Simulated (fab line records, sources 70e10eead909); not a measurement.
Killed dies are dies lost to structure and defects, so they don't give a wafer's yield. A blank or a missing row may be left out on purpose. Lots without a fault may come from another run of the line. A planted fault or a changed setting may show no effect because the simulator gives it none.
A struck lot beside a sound one | flow nand_harc | 14 steps out of a route of 1159
Sound: wafers L656.1, L656.2, L656.3. Struck: wafer L668.2. The cause comes at the end.
At each step with rows: each side's tool, then ch and its chambers, then its first start. Under that, the readings that differ: sound wafers | struck wafers | difference of the means | sigmas: that difference in standard deviations of wafers without a fault.
alike: readings whose means differ by less than 2 such deviations, and words and numbers that are the same on both sides. not compared: withheld readings, readings that some wafer has no value for, bounds like >300 that may hide the same value, and numbers for which the record gives no deviation and whose values overlap.
The two part at a step that has a row with sigmas, a row that says differs or no value, or rows on one side only. Numbers that don't overlap but have no deviation are shown without sigmas and don't part them. A reading that every wafer of one side lacks parts them only if that side has two wafers or more.

first, 4 steps without rows for these wafers: NHARC_A_WL_FILL_STRIP_28 (strips in post etch residue remover, time 1200 s); NHARC_A_WL_FILL_PRECLEAN_06 (cleans in DIW, time 300 s); NHARC_A_WL_FILL_SRD_07; NHARC_A_WL_FILL_ANNEAL_08 (time 1800 s).
NHARC_A_WL_FILL_ALD_10: deposits SiO2, target thk 50 nm, pulse time 10 s, ald cycles 500.
  sound on ald_hk-03 ch 0,1,3, day 16 12:31; struck on ald_hk-02 ch 2, day 19 20:02
  reading               | sound    | struck | difference | sigmas
  since_wet_clean_h (h) | 43 41 41 | 161    | +119       |
  alike: heater_power_w, precursor_pulse_height_rel
NHARC_A_WL_FILL_ETCHBACK_16: etches the open film in C4F8/O2/Ar, target depth 88 nm, time 17.6 s.
  sound on rie_diel-01 ch 0,1,3; struck on rie_diel-01 ch 2
  reading                | sound       | struck | difference | sigmas
  rf_hours_counter_h (h) | 1.6 1.8 1.7 | 4.7    | +3.0       |
  alike: oes_product_au, rf_vpp_V
NHARC_A_WL_FILL_STRIP_29: strips in O2, time 20 s.
  sound on rie_diel-01 ch 0,1,3, day 16 17:16; struck on rie_diel-01 ch 3, day 19 23:13
  reading                | sound          | struck | difference | sigmas
  rf_hours_counter_h (h) | 1.6 1.8 1.8    | 5.2    | +3.5       |
  rf_vpp_V (V)           | 57.0 57.2 56.4 | 59.0   | +2.1       | +2
  alike: drypump_motor_current_A, oes_product_au, showerhead_plenum_p_Torr, throttle_valve_pct
NHARC_A_WL_FILL_ETCHBACK_17: etches the open film in Cl2/BCl3, target depth 4 nm, time 26.7 s.
  sound on rie_metal-03 ch 0,1, day 16 17:21; struck on rie_metal-02 ch 1, day 19 23:17
  alike: drypump_motor_current_A, oes_product_au
  not compared: rf_hours_counter_h
then, 3 steps without rows for these wafers: NHARC_A_WL_FILL_PRECLEAN_18 (cleans in dHF, time 30 s); NHARC_A_WL_FILL_SRD_21; NHARC_A_WL_FILL_CVD_23 (deposits poly-Si, target thk 40 nm, time 800 s).
NHARC_A_WL_FILL_ETCHBACK_26: etches the open film in HBr, target depth 52 nm, time 13.3 s.
  sound on rie_si-05 ch 0,1,2, day 16 22:30; struck on rie_si-05 ch 0, day 20 04:33
  reading                | sound             | struck | difference | sigmas
  oes_product_au (a.u.)  | 0.996 1.017 0.999 | 0.786  | -0.218     | -22
  rf_hours_counter_h (h) | 1.1 0.6 1.1       | 0.3    | -0.6       |
  alike: drypump_motor_current_A, hbr_flow_sccm, throttle_valve_pct
then, 2 steps without rows for these wafers: NHARC_A_WL_FILL_PRECLEAN_30 (cleans in dHF, time 10 s); NHARC_END_SORT_01.

WHERE THEY PART
First at NHARC_A_WL_FILL_STRIP_29; last, within this record, at NHARC_A_WL_FILL_ETCHBACK_26.

WHY: what the simulator had put in
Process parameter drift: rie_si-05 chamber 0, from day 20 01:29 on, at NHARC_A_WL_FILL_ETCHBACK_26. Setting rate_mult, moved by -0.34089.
